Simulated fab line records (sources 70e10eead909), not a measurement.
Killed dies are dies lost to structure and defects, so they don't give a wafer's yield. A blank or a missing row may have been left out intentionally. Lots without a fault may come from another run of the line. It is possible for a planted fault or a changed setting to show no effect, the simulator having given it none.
fab line records	flow nand-harc
record: lots: 6	wafers: 18	last-day: 31
route steps=1302 shown A_CONTACT@1074 END@1302
lots that met no fault: from a run of the same line without faults
start-h: the number of hours between the record's first day and the start of the first shown wafer of the lot	wait-h: hours since the lot's step before	" repeats the value in the row above	L1.1+2: a single row standing in for several wafers	- no value, or no start given	* or withheld: withheld	< > ~ a bound
route shown NAME@n: NAME is a module with steps in the file, n the number in the route of the first one	usual: mean/standard deviation taken from wafers without a fault	same: alike in all rows	chamber/n: place in a boat	sites: each site's reading	_std_site: the values' standard deviation	_edge_site: mean of outer sites minus mean of inner sites	radius-mm: how far each site lies from the wafer's centre	mask NAME#n: copy n	behind: the most recent tool/chamber to have shaped the wafer	hold: cause of the lot's hold/its duration in hours/its outcome	device: the transistor (n, p or np) that didn't switch	end of line: at the end of the route, the tests of the same wafers	a step without rows: its recipe alone	killed: dies that structure and defects cost at the first sort, which is not the same as the wafer's yield	map: shows each die of a wafer: x if killed, . if not, _ if none is there
set.NAME: setting as actually run; set.NAME@STEP: the setting as run at that earlier step	model.NAME: the simulator's own value behind a step, which no gauge read
certain route steps with their lots: each step a table, each wafer a row
services: from which hour (start-h, from the record's first day; less than 0 if before it) a tool's chamber was out of use, for how many hours, and why
== steps ==
step: NHARC_A_CONTACT_EBR_04
step: NHARC_A_CONTACT_EXPOSE_05
recipe: na: 1.35	sigma-outer: 0.8	dose-mj: 84.24	mask-id: A_CC
step: NHARC_A_CONTACT_PEB_06
recipe: peb-temp-c: 100	peb-time-s: 65
step: NHARC_A_CONTACT_DEVELOP_07
recipe: develop-time-s: 35	dev-temp-c: 23
step: NHARC_A_CONTACT_CD_MEAS_08
recipe: target-cd-nm: 200	landing-energy-ev: 500
usual: cd-nm: 200.2/0.56
lot.wafer	tool	chamber	start-h	wait-h	cd-nm
L912.2	cd-sem-01	0	543.03	-	200.7
L912.4	"	0	"	"	200.0
L912.6	"	0	"	"	200.1
L914.2	cd-sem-01	0	588.69	-	200.1
L914.4	"	0	"	"	200.6
L914.6	"	0	"	"	199.5
L919.4	cd-sem-02	0	612.01	-	201.1
L919.5	"	0	"	"	200.4
L919.6	"	0	"	"	201.2
L922.1	cd-sem-02	0	663.35	-	200.4
L922.2	"	0	"	"	200.6
L922.3	"	0	"	"	200.2
L927.4	cd-sem-03	0	696.09	-	199.4
L927.5	"	0	"	"	199.2
L927.6	"	0	"	"	200.1
L928.3	cd-sem-03	0	699.45	-	200.4
L928.5	"	0	"	"	199.9
L928.6	"	0	"	"	200.1
step: NHARC_A_CONTACT_OVL_MEAS_09
usual: overlay-x-nm: 0.2/0.86	overlay-y-nm: -0.2/0.93
lot.wafer	tool	chamber	start-h	wait-h	overlay-x-nm	overlay-y-nm
L912.2	overlay-01	-	543.12	-	0.0	0.1
L912.4	"	-	"	"	-0.4	-0.2
L912.6	"	-	"	"	-0.1	0.3
L914.2	overlay-02	-	588.78	-	-0.6	-0.7
L914.4	"	-	"	"	0.0	-0.3
L914.6	"	-	"	"	0.1	-0.3
L919.4	overlay-02	-	612.09	-	-0.1	1.1
L919.5	"	-	"	"	0.4	1.7
L919.6	"	-	"	"	1.0	1.1
L922.1	overlay-01	-	663.44	-	-0.3	-1.1
L922.2	"	-	"	"	0.2	-0.7
L922.3	"	-	"	"	0.3	-1.0
L927.4	overlay-01	-	696.17	-	0.0	1.1
L927.5	"	-	"	"	0.1	0.7
L927.6	"	-	"	"	-0.2	0.8
L928.3	overlay-02	-	699.54	-	0.0	0.5
L928.5	"	-	"	"	0.2	0.0
L928.6	"	-	"	"	0.0	0.3
step: NHARC_A_CONTACT_INSPECT_10
usual: raw-defect-count: 81/40
lot.wafer	tool	chamber	start-h	wait-h	raw-defect-count
L912.2	defect-inspect-02	-	543.15	0.0	125
L912.4	"	-	"	"	120
L912.6	"	-	"	"	104
L914.2	defect-inspect-01	-	588.82	0.0	88
L914.4	"	-	"	"	75
L914.6	"	-	"	"	70
L919.4	defect-inspect-01	-	612.13	0.0	65
L919.5	"	-	"	"	86
L919.6	"	-	"	"	63
L922.1	defect-inspect-01	-	663.48	0.0	55
L922.2	"	-	"	"	64
L922.3	"	-	"	"	69
L927.4	defect-inspect-01	-	696.21	0.0	68
L927.5	"	-	"	"	78
L927.6	"	-	"	"	69
L928.3	defect-inspect-01	-	699.57	0.0	121
L928.5	"	-	"	"	114
L928.6	"	-	"	"	123
step: NHARC_A_CONTACT_DESCUM_13
recipe: time-s: 3	o2-flow-sccm: 200	ar-flow-sccm: 0	bias-power-w: 0	chemistry: O2
usual: drypump-motor-current-A: 5.9/0.38	oes-product-au: 1.002/0.0093	rf-vpp-V: 58.1/0.92	showerhead-plenum-p-Torr: 1.99/0.074	throttle-valve-pct: 11.311/0.009
lot.wafer	tool	chamber	start-h	wait-h	drypump-motor-current-A	oes-product-au	rf-hours-counter-h	rf-vpp-V	showerhead-plenum-p-Torr	throttle-valve-pct
L912.2	rie-diel-05	2	543.21	0.1	5.7	0.998	21	59.4	2.07	11.298
L912.4	"	1	"	"	6.6	0.997	16	57.4	2.02	11.296
L912.6	"	2	"	"	5.7	1.000	-	58.5	2.07	11.327
L914.4	rie-diel-12	0	588.89	0.1	5.9	0.986	45	58.9	2.04	11.303
L914.2	"	1	"	"	5.7	0.995	45	58.7	1.96	11.316
L914.6	"	3	"	"	5.8	1.022	-	60.2	2.06	11.310
L919.4	rie-diel-12	1	612.21	0.1	5.7	0.993	50	58.0	1.96	11.314
L919.6	"	3	"	"	5.8	1.015	-	57.5	2.06	11.307
L919.5	"	0	"	"	5.9	0.975	-	59.6	2.04	11.316
L922.3	rie-diel-05	2	663.54	0.1	5.7	1.005	13	58.4	2.06	11.326
L922.2	"	3	"	"	5.8	0.998	11	57.8	1.94	11.323
L922.1	"	1	"	"	6.6	0.981	14	57.2	2.01	11.315
L927.4	rie-diel-05	3	696.28	0.1	5.9	0.997	19	57.9	1.94	11.311
L927.5	"	2	"	"	5.7	1.006	-	57.0	2.06	11.309
L927.6	"	3	"	"	5.9	1.002	-	56.7	1.94	11.308
L928.3	rie-diel-05	2	699.65	0.1	5.7	1.010	22	57.0	2.06	11.311
L928.6	"	0	"	"	5.4	1.000	-	57.2	2.02	11.312
L928.5	"	1	"	"	6.6	1.010	-	60.3	2.01	11.312
step: NHARC_A_CONTACT_ETCH_88
recipe: target-depth-a: 390	over-etch-frac: 0.3	time-s: 65	ion-energy-ev: 80	cf4-flow-sccm: 150	ar-flow-sccm: 0	rf-w: 300	bias-w: 100	chemistry: CF4
usual: bias-w: 99.99/0.28	cf4-flow-sccm: 150.0/0.48	drypump-motor-current-A: 5.9/0.38	oes-product-au: 1.000/0.0098	rf-vpp-V: 152.1/1.1	showerhead-plenum-p-Torr: 1.84/0.062	throttle-valve-pct: 13.284/0.0095
lot.wafer	tool	chamber	start-h	wait-h	bias-w	cf4-flow-sccm	drypump-motor-current-A	oes-product-au	rf-hours-counter-h	rf-vpp-V	showerhead-plenum-p-Torr	throttle-valve-pct
L912.4	rie-diel-05	3	543.30	0.1	99.41	150.5	5.8	0.978	19	151.4	1.80	13.292
L912.2	"	0	"	"	99.91	150.8	5.4	0.993	19	152.0	1.87	13.279
L912.6	"	2	"	"	99.91	150.3	5.7	0.987	-	153.8	1.90	13.290
L914.2	rie-diel-12	1	588.97	0.1	99.55	150.0	5.8	0.987	45	152.4	1.81	13.283
L914.4	"	2	"	"	100.12	150.4	6.2	0.999	51	150.6	1.68	13.272
L914.6	"	1	"	"	99.32	148.5	5.8	0.977	-	151.9	1.81	13.294
L919.4	rie-diel-12	3	612.29	0.1	100.02	150.1	5.8	1.013	50	153.6	1.89	13.288
L919.5	"	1	"	"	100.29	150.3	5.8	0.979	-	153.5	1.81	13.283
L919.6	"	2	"	"	99.94	150.3	6.2	1.007	-	150.8	1.68	13.293
L922.1	rie-diel-05	0	663.80	0.2	100.36	150.2	5.4	1.010	12	152.8	1.86	13.282
L922.2	"	1	"	"	99.97	149.5	6.6	0.997	14	151.7	1.85	13.280
L922.3	"	3	"	"	99.83	150.6	5.9	1.008	11	151.7	1.79	13.275
L927.4	rie-diel-05	1	696.35	0.1	99.87	150.0	6.6	1.002	20	152.5	1.85	13.277
L927.5	"	1	"	"	100.60	149.0	6.6	1.013	-	152.4	1.85	13.291
L927.6	"	2	"	"	99.63	150.1	5.7	1.008	-	152.7	1.89	13.274
L928.3	rie-diel-05	3	699.72	0.1	100.03	150.3	5.9	0.992	19	150.3	1.79	13.294
L928.5	"	2	"	"	99.97	150.2	5.8	1.001	-	152.3	1.89	13.286
L928.6	"	3	"	"	100.53	150.0	5.9	1.002	-	151.6	1.79	13.286
step: NHARC_A_CONTACT_ETCH_89
recipe: target-depth-a: 2600	over-etch-frac: 0.3	time-s: 475.3	ion-energy-ev: 200	n2-flow-sccm: 150	h2-flow-sccm: 150	ar-flow-sccm: 0	rf-w: 400	bias-w: 150	chemistry: N2/H2
usual: bias-w: 150.1/0.44	chamber-pressure-mTorr: 29.997/0.027	drypump-motor-current-A: 5.9/0.38	oes-product-au: 1.002/0.0093	rf-vpp-V: 432.8/2.4	showerhead-plenum-p-Torr: 2.12/0.081	throttle-valve-pct: 14.172/0.0083
lot.wafer	tool	chamber	start-h	wait-h	bias-w	chamber-pressure-mTorr	drypump-motor-current-A	oes-product-au	rf-hours-counter-h	rf-vpp-V	showerhead-plenum-p-Torr	throttle-valve-pct
L912.2	rie-diel-05	2	-	-	150.4	29.989	5.7	0.997	21	436.8	2.21	14.184
L912.4	"	3	"	"	149.7	29.981	5.9	0.988	19	430.8	2.07	14.181
L912.6	"	3	"	"	149.9	30.058	5.9	0.995	-	431.6	2.07	14.168
L914.4	rie-diel-12	3	-	-	150.3	29.992	5.8	1.014	45	435.3	2.20	14.166
L914.2	"	0	"	"	150.0	30.023	5.9	0.992	45	434.7	2.18	14.162
L914.6	"	3	"	"	149.8	29.993	5.8	1.015	-	433.2	2.20	14.176
L919.4	rie-diel-12	3	-	-	149.3	30.005	5.8	1.016	50	434.2	2.20	14.171
L919.6	"	1	"	"	150.0	29.978	5.8	1.001	-	432.1	2.09	14.178
L919.5	"	2	"	"	150.1	30.001	6.2	1.006	-	426.6	1.93	14.180
L922.2	rie-diel-05	1	-	-	150.0	29.982	6.6	0.997	14	434.3	2.15	14.175
L922.3	"	2	"	"	150.2	30.024	5.7	1.015	14	435.4	2.20	14.174
L922.1	"	3	"	"	150.2	29.983	5.9	1.012	12	431.9	2.07	14.178
L927.4	rie-diel-05	0	-	-	149.8	29.987	5.4	1.002	19	432.0	2.16	14.169
L927.6	"	0	"	"	150.1	29.947	5.4	1.010	-	433.5	2.16	14.162
L927.5	"	1	"	"	149.6	29.992	6.6	1.018	-	433.5	2.15	14.182
L928.3	rie-diel-05	3	-	-	149.7	30.018	5.9	0.998	19	431.4	2.06	14.157
L928.5	"	2	"	"	150.4	29.973	5.8	1.007	-	434.4	2.20	14.166
L928.6	"	3	"	"	150.5	30.004	5.9	1.011	-	431.5	2.06	14.181
step: NHARC_A_CONTACT_ETCH_30
recipe: target-depth-a: 726	time-s: 36.3	cf4-flow-sccm: 100	chf3-flow-sccm: 30	ar-flow-sccm: 0	rf-w: 500	bias-w: 200	chemistry: CF4/CHF3
usual: bias-w: 200.0/0.58	cf4-flow-sccm: 100.03/0.28	drypump-motor-current-A: 5.9/0.39	oes-product-au: 0.935/0.02	rf-vpp-V: 372.6/2	showerhead-plenum-p-Torr: 1.63/0.057	throttle-valve-pct: 16.803/0.0091
lot.wafer	tool	chamber	start-h	wait-h	bias-w	cf4-flow-sccm	drypump-motor-current-A	oes-product-au	rf-hours-counter-h	rf-vpp-V	showerhead-plenum-p-Torr	throttle-valve-pct
L912.4	rie-diel-05	2	-	-	200.2	100.17	5.7	0.928	21	375.5	1.69	16.799
L912.2	"	3	"	"	199.4	99.88	5.8	0.927	20	371.3	1.60	16.796
L912.6	"	3	"	"	200.4	99.82	5.8	0.932	-	371.8	1.60	16.800
L914.4	rie-diel-12	0	-	-	199.7	99.97	5.9	0.916	45	374.2	1.67	16.805
L914.2	"	3	"	"	200.5	100.32	5.8	0.942	45	372.6	1.69	16.795
L914.6	"	0	"	"	199.0	99.98	5.9	0.907	-	372.9	1.67	16.799
L919.4	rie-diel-12	2	-	-	200.1	100.20	6.2	0.935	57	368.6	1.49	16.790
L919.5	"	1	"	"	200.0	100.64	5.8	0.917	-	372.6	1.61	16.791
L919.6	"	2	"	"	199.0	100.23	6.2	0.938	-	367.9	1.49	16.811
L922.3	rie-diel-05	0	-	-	199.6	100.47	5.4	0.935	12	374.4	1.66	16.809
L922.1	"	1	"	"	199.0	100.12	6.6	0.917	15	371.2	1.65	16.812
L922.2	"	2	"	"	199.4	100.04	5.7	0.921	15	375.0	1.69	16.801
L927.4	rie-diel-05	0	-	-	200.6	100.00	5.4	0.957	19	373.7	1.66	16.810
L927.6	"	2	"	"	200.1	100.43	5.7	0.955	-	375.4	1.69	16.811
L927.5	"	3	"	"	199.4	100.38	5.8	0.948	-	372.5	1.59	16.800
L928.3	rie-diel-05	2	-	-	200.6	99.76	5.7	0.924	22	374.6	1.69	16.816
L928.6	"	0	"	"	200.3	99.86	5.4	0.925	-	372.4	1.66	16.809
L928.5	"	1	"	"	198.8	100.36	6.6	0.927	-	372.7	1.65	16.808
step: NHARC_A_CONTACT_ETCH_31
recipe: target-depth-a: 28000	over-etch-frac: 0.3	time-s: 728	ion-energy-ev: 150	o2-flow-sccm: 400	cos-flow-sccm: 20	ar-flow-sccm: 0	rf-w: 500	bias-w: 300	chemistry: O2/COS
step: NHARC_A_CONTACT_ETCH_134
recipe: source-w: withheld	pressure-mtorr: 20	bias-v: withheld	time-s: 140	target-depth-a: 7000	ar-flow-sccm: withheld	c4f8-flow-sccm: withheld	o2-flow-sccm: withheld	chemistry: C4F8/O2/Ar
usual: chamber-pressure-mTorr: 19.999/0.017	oes-air-line-au: 0.999/0.02
lot.wafer	tool	chamber	start-h	wait-h	chamber-pressure-mTorr	oes-air-line-au	rf-hours-counter-h
L912.2	har-cap-etch-01	1	544.40	-	20.010	1.004	3
L912.4	"	0	"	"	20.015	0.965	-
L912.6	"	0	"	"	19.984	0.973	-
L914.2	har-cap-etch-03	0	590.00	-	20.016	1.000	58
L914.4	"	1	"	"	20.015	1.022	-
L914.6	"	0	"	"	19.989	1.011	-
L919.4	har-cap-etch-01	0	613.41	-	20.007	0.969	-
L919.6	"	1	"	"	19.999	1.008	-
L919.5	"	0	"	"	20.022	1.002	-
L922.1	har-cap-etch-03	1	665.57	-	20.005	0.995	74
L922.2	"	0	"	"	19.991	0.978	74
L922.3	"	0	"	"	19.958	0.998	-
L927.4	har-cap-etch-02	0	697.63	-	-	-	-
L927.5	"	1	"	"	-	-	-
L927.6	"	0	"	"	-	-	-
L928.3	har-cap-etch-03	1	700.87	-	-	-	-
L928.6	"	0	"	"	-	-	-
L928.5	"	1	"	"	-	-	-
step: NHARC_A_CONTACT_ETCH_135
recipe: source-w: withheld	pressure-mtorr: 20	bias-v: 1200	time-s: 311	target-depth-a: 19120	ar-flow-sccm: withheld	c4f8-flow-sccm: withheld	o2-flow-sccm: withheld	chemistry: C4F8/O2/Ar
usual: chamber-pressure-mTorr: 20.002/0.016	oes-air-line-au: 1.003/0.02
lot.wafer	tool	chamber	start-h	wait-h	chamber-pressure-mTorr	oes-air-line-au	rf-hours-counter-h
L912.2	har-cap-etch-01	1	544.61	0.2	20.009	1.033	3
L912.4	"	0	"	"	20.002	0.972	-
L912.6	"	0	"	"	20.002	0.989	-
L914.2	har-cap-etch-03	0	590.20	0.2	20.019	0.979	58
L914.4	"	1	"	"	20.014	1.013	-
L914.6	"	0	"	"	19.992	0.971	-
L919.4	har-cap-etch-01	0	613.65	0.2	20.028	1.035	-
L919.6	"	1	"	"	20.015	0.999	-
L919.5	"	0	"	"	20.005	0.994	-
L922.1	har-cap-etch-03	1	665.77	0.2	20.005	0.995	74
L922.2	"	0	"	"	20.019	0.999	74
L922.3	"	0	"	"	20.018	1.015	-
L927.4	har-cap-etch-02	0	697.86	0.2	19.984	1.020	-
L927.5	"	1	"	"	20.000	1.002	-
L927.6	"	0	"	"	20.023	0.995	-
L928.3	har-cap-etch-03	1	701.11	0.2	20.010	0.974	-
L928.6	"	0	"	"	19.997	1.032	-
L928.5	"	1	"	"	19.990	1.000	-
step: NHARC_END_SORT_01
recipe: temp-c: 25
usual: killed-at-array: 55/20	killed-at-other: 1.1/1.2	killed-at-periphery: 3.8/2.8	killed-dies: 60/19	killed-open: 3.4/1.9	killed-short: 2.2/1.5
same: gross-dies: 677
lot.wafer	tool	chamber	start-h	wait-h	killed-at-array	killed-at-other	killed-at-periphery	killed-dies	killed-open	killed-short
L919.4	prober-02	0	665.29	3.4	45	4	5	54	1	2
L919.5	prober-02	0	666.09	3.7	58	3	7	68	3	2
L919.6	prober-02	0	666.89	4.0	50	3	4	57	8	1
L922.2	prober-02	0	717.54	2.8	47	1	2	50	3	1
L927.4	prober-02	0	747.65	3.4	673	0	4	677	1	1
L927.5	prober-02	0	748.44	3.7	673	0	4	677	6	1
L927.6	prober-02	0	749.24	4.0	672	0	5	677	3	2
L928.3	prober-01	0	753.50	3.1	673	0	4	677	2	5
L928.5	prober-01	0	755.12	3.7	673	0	4	677	0	0
L928.6	prober-01	0	755.92	4.0	665	1	11	677	2	2
killed by level:class
L919.4 A_CHANNEL_HOLE_D1:chamber-film-flake=31 A_CONTACT:chamber-film-flake=5 THIN_TSV:chamber-film-flake=4 A_M0:chamber-film-flake=3 P_STI:chamber-film-flake=2 P_CONTACT:chamber-film-flake=2 A_STAIRCASE:chamber-film-flake=2 A_CHANNEL_HOLE_D1:geometric-particle:short=1
L919.5 A_CHANNEL_HOLE_D1:chamber-film-flake=35 A_CONTACT:chamber-film-flake=9 P_STI:chamber-film-flake=5 A_STAIRCASE:chamber-film-flake=3 THIN_TSV:chamber-film-flake=3 A_DECK1_JOINT:chamber-film-flake=2 A_M0:chamber-film-flake=2 P_GATE:geometric-particle:open=1
L919.6 A_CHANNEL_HOLE_D1:chamber-film-flake=26 A_CONTACT:chamber-film-flake=8 A_STAIRCASE:chamber-film-flake=3 THIN_TSV:chamber-film-flake=3 A_BLC:geometric-particle:open=2 P_STI:chamber-film-flake=2 A_CHANNEL_HOLE_D2:chamber-film-flake=2 P_CONTACT:geometric-particle:open=1
L922.2 A_CHANNEL_HOLE_D1:chamber-film-flake=30 A_SLIT:chamber-film-flake=8 A_SGD_CUT:geometric-particle:open=2 A_DECK1_JOINT:chamber-film-flake=2 A_CHANNEL_FILL_D1:geometric-particle:short=1 A_WL_FILL:geometric-particle:open=1 P_GATE:chamber-film-flake=1 P_M0:chamber-film-flake=1
L927.4 A_CONTACT:area-etch=618 A_CHANNEL_HOLE_D1:chamber-film-flake=35 A_STAIRCASE:chamber-film-flake=5 A_SLIT:chamber-film-flake=5 A_CONTACT:chamber-film-flake=5 P_ZERO_WELL:chamber-film-flake=2 A_M1:chamber-film-flake=2 A_CHANNEL_FILL_D1:geometric-particle:open=1
L927.5 A_CONTACT:area-etch=616 A_CHANNEL_HOLE_D1:chamber-film-flake=26 A_CONTACT:chamber-film-flake=11 A_SLIT:chamber-film-flake=5 A_WL_FILL:chamber-film-flake=4 A_SOURCE_PLATE:geometric-particle:open=3 A_STAIRCASE:chamber-film-flake=3 A_DECK1_JOINT:geometric-particle:short=1
L927.6 A_CONTACT:area-etch=616 A_CHANNEL_HOLE_D1:chamber-film-flake=27 A_STAIRCASE:chamber-film-flake=9 A_SLIT:chamber-film-flake=6 A_WL_FILL:chamber-film-flake=3 A_CONTACT:chamber-film-flake=3 P_ZERO_WELL:chamber-film-flake=2 A_M1:chamber-film-flake=2
L928.3 A_CONTACT:area-etch=605 A_SLIT:chamber-film-flake=23 A_CHANNEL_HOLE_D2:chamber-film-flake=21 A_CONTACT:chamber-film-flake=7 A_CHANNEL_HOLE_D1:chamber-film-flake=5 P_M0:chamber-film-flake=3 A_STAIRCASE:chamber-film-flake=3 A_CHANNEL_FILL_D2:geometric-particle:short=2
L928.5 A_CONTACT:area-etch=610 A_CHANNEL_HOLE_D2:chamber-film-flake=25 A_SLIT:chamber-film-flake=21 A_CHANNEL_HOLE_D1:chamber-film-flake=7 A_STAIRCASE:chamber-film-flake=6 P_M0:chamber-film-flake=3 P_ZERO_WELL:chamber-film-flake=1 A_ZERO_WELL:chamber-film-flake=1
L928.6 A_CONTACT:area-etch=598 A_SLIT:chamber-film-flake=35 A_CHANNEL_HOLE_D2:chamber-film-flake=18 P_M0:chamber-film-flake=9 A_CHANNEL_HOLE_D1:chamber-film-flake=3 A_STAIRCASE:chamber-film-flake=3 A_CHANNEL_FILL_D1:chamber-film-flake=2 A_WL_FILL:geometric-particle:short=2
map L927.4 (x killed, . not)
____________x____________
_________xxxxxxx_________
_______xxxxxxxxxxx_______
______xxxxxxxxxxxxx______
_____xxxxxxxxxxxxxxx_____
____xxxxxxxxxxxxxxxxx____
____xxxxxxxxxxxxxxxxx____
___xxxxxxxxxxxxxxxxxxx___
___xxxxxxxxxxxxxxxxxxx___
__xxxxxxxxxxxxxxxxxxxxx__
__xxxxxxxxxxxxxxxxxxxxx__
_xxxxxxxxxxxxxxxxxxxxxxx_
_xxxxxxxxxxxxxxxxxxxxxxx_
_xxxxxxxxxxxxxxxxxxxxxxx_
_xxxxxxxxxxxxxxxxxxxxxxx_
_xxxxxxxxxxxxxxxxxxxxxxx_
xxxxxxxxxxxxxxxxxxxxxxxxx
xxxxxxxxxxxxxxxxxxxxxxxxx
xxxxxxxxxxxxxxxxxxxxxxxxx
xxxxxxxxxxxxxxxxxxxxxxxxx
xxxxxxxxxxxxxxxxxxxxxxxxx
_xxxxxxxxxxxxxxxxxxxxxxx_
_xxxxxxxxxxxxxxxxxxxxxxx_
_xxxxxxxxxxxxxxxxxxxxxxx_
_xxxxxxxxxxxxxxxxxxxxxxx_
_xxxxxxxxxxxxxxxxxxxxxxx_
__xxxxxxxxxxxxxxxxxxxxx__
__xxxxxxxxxxxxxxxxxxxxx__
___xxxxxxxxxxxxxxxxxxx___
___xxxxxxxxxxxxxxxxxxx___
____xxxxxxxxxxxxxxxxx____
____xxxxxxxxxxxxxxxxx____
_____xxxxxxxxxxxxxxx_____
______xxxxxxxxxxxxx______
_______xxxxxxxxxxx_______
_________xxxxxxx_________
____________x____________
map L928.3 (x killed, . not)
____________x____________
_________xxxxxxx_________
_______xxxxxxxxxxx_______
______xxxxxxxxxxxxx______
_____xxxxxxxxxxxxxxx_____
____xxxxxxxxxxxxxxxxx____
____xxxxxxxxxxxxxxxxx____
___xxxxxxxxxxxxxxxxxxx___
___xxxxxxxxxxxxxxxxxxx___
__xxxxxxxxxxxxxxxxxxxxx__
__xxxxxxxxxxxxxxxxxxxxx__
_xxxxxxxxxxxxxxxxxxxxxxx_
_xxxxxxxxxxxxxxxxxxxxxxx_
_xxxxxxxxxxxxxxxxxxxxxxx_
_xxxxxxxxxxxxxxxxxxxxxxx_
_xxxxxxxxxxxxxxxxxxxxxxx_
xxxxxxxxxxxxxxxxxxxxxxxxx
xxxxxxxxxxxxxxxxxxxxxxxxx
xxxxxxxxxxxxxxxxxxxxxxxxx
xxxxxxxxxxxxxxxxxxxxxxxxx
xxxxxxxxxxxxxxxxxxxxxxxxx
_xxxxxxxxxxxxxxxxxxxxxxx_
_xxxxxxxxxxxxxxxxxxxxxxx_
_xxxxxxxxxxxxxxxxxxxxxxx_
_xxxxxxxxxxxxxxxxxxxxxxx_
_xxxxxxxxxxxxxxxxxxxxxxx_
__xxxxxxxxxxxxxxxxxxxxx__
__xxxxxxxxxxxxxxxxxxxxx__
___xxxxxxxxxxxxxxxxxxx___
___xxxxxxxxxxxxxxxxxxx___
____xxxxxxxxxxxxxxxxx____
____xxxxxxxxxxxxxxxxx____
_____xxxxxxxxxxxxxxx_____
______xxxxxxxxxxxxx______
_______xxxxxxxxxxx_______
_________xxxxxxx_________
____________x____________
== services ==
tool	chamber	start-h	hours	kind
rie-diel-05	0	538.18	-	clean
rie-diel-05	1	538.18	-	clean
rie-diel-05	2	538.18	-	clean
rie-diel-05	3	538.18	-	clean
rie-diel-05	-	552.11	0.1	repair
rie-diel-05	0	562.68	-	clean
rie-diel-05	1	562.68	-	clean
rie-diel-05	2	562.68	-	clean
rie-diel-05	3	562.68	-	clean
rie-diel-05	-	583.82	9.0	pm
rie-diel-05	0	583.82	9.0	vent-cycle
rie-diel-05	1	583.82	9.0	vent-cycle
rie-diel-05	2	583.82	9.0	vent-cycle
rie-diel-05	3	583.82	9.0	vent-cycle
rie-diel-05	0	592.82	-	clean
rie-diel-05	1	592.82	-	clean
rie-diel-05	2	592.82	-	clean
rie-diel-05	3	592.82	-	clean
har-cap-etch-03	-	596.57	0.5	repair
rie-diel-05	0	617.32	-	clean
rie-diel-05	1	617.32	-	clean
rie-diel-12	-	622.92	9.0	pm
har-cap-etch-02	-	623.39	1.3	repair
rie-diel-05	1	666.27	8.2	repair
== key ==
first-sign: step: NHARC_A_CONTACT_ETCH_134	reading: tool-record	direction: missing
effect: step: NHARC_END_SORT_01	reading: killed-dies	direction: up	sigmas: 32	usual: 60	struck: 677
more-kills-born-at: NHARC_A_CONTACT_ETCH_134@har-cap-etch-02: 1850	NHARC_A_CONTACT_ETCH_134@har-cap-etch-03: 1813
met-at NHARC_A_CONTACT_ETCH_134
struck-wafers L927.4,L927.5,L927.6,L928.3,L928.5,L928.6
later-rows-left-out L927.4,L927.5,L927.6,L928.3,L928.5,L928.6
tester-left-out L927,L928
onset-between 665.57 697.63
fault: kind: skipped-step-whole	tool: har-cap-etch-02,har-cap-etch-03	chamber: -	onset-h: 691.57	steps: NHARC_A_CONTACT_ETCH_134	scope: struck-lots-only
tester-left-out: of these lots the tester's yield and bins aren't shown, on N5 and GAA mostly nor the transistor test; their killed dies are dies lost to structure and defects alone, not to doping, threshold or leakage, so they don't give the yield
later-rows-left-out: the simulator's readings of these wafers behind a module that went badly wrong aren't trusted and aren't shown, but for the sort
